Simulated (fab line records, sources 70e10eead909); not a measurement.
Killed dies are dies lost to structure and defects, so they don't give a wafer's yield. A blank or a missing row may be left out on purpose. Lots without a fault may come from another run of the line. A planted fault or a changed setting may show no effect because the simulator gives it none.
Chamber matching | flow nand_harc | NHARC_A_STAIRCASE_DESCUM_11 on rie_diel-11: 4 sister chambers
The step chemistry O2, time 3 s. 4 wafers are shown with their chamber, then 9 later ones without.

WAFERS WITH THEIR CHAMBER
wafer  | chamber | showerhead_plenum_p_Torr (Torr)
L081.1 | 2       | 2.07
L092.1 | 3       | 1.80
L092.2 | 0       | 2.00
L092.4 | 1       | 1.94

WAFERS WITHOUT THEIR CHAMBER
wafer  | showerhead_plenum_p_Torr (Torr)
L094.1 | 2.06
L094.3 | 2.00
L094.5 | 1.94
L096.1 | 1.94
L096.4 | 2.05
L096.5 | 1.94
L097.1 | 1.80
L097.2 | 1.94
L097.3 | 2.05

WHICH CHAMBER EACH WENT THROUGH
wafer  | from the rows above | in truth
L094.1 | 2                   | 2
L094.3 | 0                   | 0
L094.5 | 1                   | 1
L096.1 | 1                   | 1
L096.4 | 2                   | 2
L096.5 | 1                   | 1
L097.1 | 3                   | 3
L097.2 | 1                   | 1
L097.3 | 2                   | 2
Placed correctly: 9 of 9. Can't be placed from these rows: 0. Placed wrongly: 0.
How it was worked out, from the rows above alone: a wafer's distance from a chamber is the root of the sum, over the readings, of the square of ((its reading less the chamber's mean) divided by the reading's scatter). The wafer belongs to the nearest chamber; if the next one is less than 2 further off, it can't be placed. A chamber's mean is the mean of its shown wafers. The scatter: with one shown wafer a chamber, the root of the mean of the squares of how far each hidden wafer lies from its nearest shown one.
